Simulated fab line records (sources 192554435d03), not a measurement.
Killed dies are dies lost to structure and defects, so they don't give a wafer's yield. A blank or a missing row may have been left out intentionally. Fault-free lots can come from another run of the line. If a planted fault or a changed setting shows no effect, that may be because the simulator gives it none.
Chamber matching || flow n5 finfet || N5_SD_EPI_P_ETCH_37 on rie diel-04: 4 sister chambers
The step etches SOC in N2/H2, overetch 108 nm, time 486 s. 14 wafers are shown with their chamber, then 7 later ones without.

## EACH WAFER AND ITS CHAMBER
{"wafer": "L389.2", "chamber": 3, "showerhead plenum p Torr (Torr)": 2.46, "drypump motor current A (A)": 5.1, "throttle valve pct (%)": 23.2}
{"wafer": "L389.4", "chamber": 3, "showerhead plenum p Torr (Torr)": 2.46, "drypump motor current A (A)": 5.1, "throttle valve pct (%)": 23.3}
{"wafer": "L389.5", "chamber": 2, "showerhead plenum p Torr (Torr)": 2.44, "drypump motor current A (A)": 6.7, "throttle valve pct (%)": 23.8}
{"wafer": "L392.4", "chamber": 2, "showerhead plenum p Torr (Torr)": 2.44, "drypump motor current A (A)": 6.7, "throttle valve pct (%)": 23.8}
{"wafer": "L392.5", "chamber": 3, "showerhead plenum p Torr (Torr)": 2.46, "drypump motor current A (A)": 5.1, "throttle valve pct (%)": 23.3}
{"wafer": "L392.6", "chamber": 1, "showerhead plenum p Torr (Torr)": 2.69, "drypump motor current A (A)": 6.2, "throttle valve pct (%)": 23.9}
{"wafer": "L397.1", "chamber": 1, "showerhead plenum p Torr (Torr)": 2.69, "drypump motor current A (A)": 6.1, "throttle valve pct (%)": 23.9}
{"wafer": "L397.2", "chamber": 3, "showerhead plenum p Torr (Torr)": 2.46, "drypump motor current A (A)": 5.1, "throttle valve pct (%)": 23.3}
{"wafer": "L397.3", "chamber": 0, "showerhead plenum p Torr (Torr)": 2.69, "drypump motor current A (A)": 5.3, "throttle valve pct (%)": 22.7}
{"wafer": "L398.3", "chamber": 3, "showerhead plenum p Torr (Torr)": 2.46, "drypump motor current A (A)": 5.1, "throttle valve pct (%)": 23.3}
{"wafer": "L398.4", "chamber": 2, "showerhead plenum p Torr (Torr)": 2.44, "drypump motor current A (A)": 6.7, "throttle valve pct (%)": 23.8}
{"wafer": "L398.6", "chamber": 0, "showerhead plenum p Torr (Torr)": 2.69, "drypump motor current A (A)": 5.3, "throttle valve pct (%)": 22.7}
{"wafer": "L403.3", "chamber": 1, "showerhead plenum p Torr (Torr)": 2.68, "drypump motor current A (A)": 6.2, "throttle valve pct (%)": 23.9}
{"wafer": "L403.5", "chamber": 3, "showerhead plenum p Torr (Torr)": 2.46, "drypump motor current A (A)": 5.1, "throttle valve pct (%)": 23.3}

SIGNATURES (means of the wafers above)
{"reading": "showerhead plenum p Torr", "chamber 0": 2.6900, "chamber 1": 2.6867, "chamber 2": 2.4400, "chamber 3": 2.4600, "scatter within a chamber": 0.00258}
{"reading": "drypump motor current A", "chamber 0": 5.300, "chamber 1": 6.167, "chamber 2": 6.700, "chamber 3": 5.100, "scatter within a chamber": 0.0258}
{"reading": "throttle valve pct", "chamber 0": 22.700, "chamber 1": 23.900, "chamber 2": 23.800, "chamber 3": 23.283, "scatter within a chamber": 0.0289}
Rule: a wafer's distance from a chamber is the root of the sum, over the readings, of the square of ((its reading less the chamber's mean) divided by the reading's scatter). If the next closest chamber is less than 2 further off than the closest, the wafer can't be placed; otherwise it belongs to the closest. How the scatter is found: for the shown wafers, subtract from each reading the mean of its chamber, square and add these, divide the total by (wafers less chambers), then take the root.

## WAFERS MISSING THEIR CHAMBER
{"wafer": "L403.6", "showerhead plenum p Torr (Torr)": 2.68, "drypump motor current A (A)": 5.3, "throttle valve pct (%)": 22.7}
{"wafer": "L409.2", "showerhead plenum p Torr (Torr)": 2.68, "drypump motor current A (A)": 5.3, "throttle valve pct (%)": 22.7}
{"wafer": "L409.3", "showerhead plenum p Torr (Torr)": 2.45, "drypump motor current A (A)": 5.1, "throttle valve pct (%)": 23.3}
{"wafer": "L409.5", "showerhead plenum p Torr (Torr)": 2.68, "drypump motor current A (A)": 5.4, "throttle valve pct (%)": 22.7}
{"wafer": "L410.3", "showerhead plenum p Torr (Torr)": 2.45, "drypump motor current A (A)": 5.1, "throttle valve pct (%)": 23.3}
{"wafer": "L410.5", "showerhead plenum p Torr (Torr)": 2.68, "drypump motor current A (A)": 6.1, "throttle valve pct (%)": 23.9}
{"wafer": "L410.6", "showerhead plenum p Torr (Torr)": 2.68, "drypump motor current A (A)": 5.3, "throttle valve pct (%)": 22.7}

## WHICH CHAMBER EACH ONE RAN IN
{"wafer": "L403.6", "from the rows above": 0, "in truth": 0}
{"wafer": "L409.2", "from the rows above": 0, "in truth": 0}
{"wafer": "L409.3", "from the rows above": 3, "in truth": 3}
{"wafer": "L409.5", "from the rows above": 0, "in truth": 0}
{"wafer": "L410.3", "from the rows above": 3, "in truth": 3}
{"wafer": "L410.5", "from the rows above": 1, "in truth": 1}
{"wafer": "L410.6", "from the rows above": 0, "in truth": 0}
Correctly placed: 7 of 7. Not placeable from these rows: 0. Wrongly placed: 0.
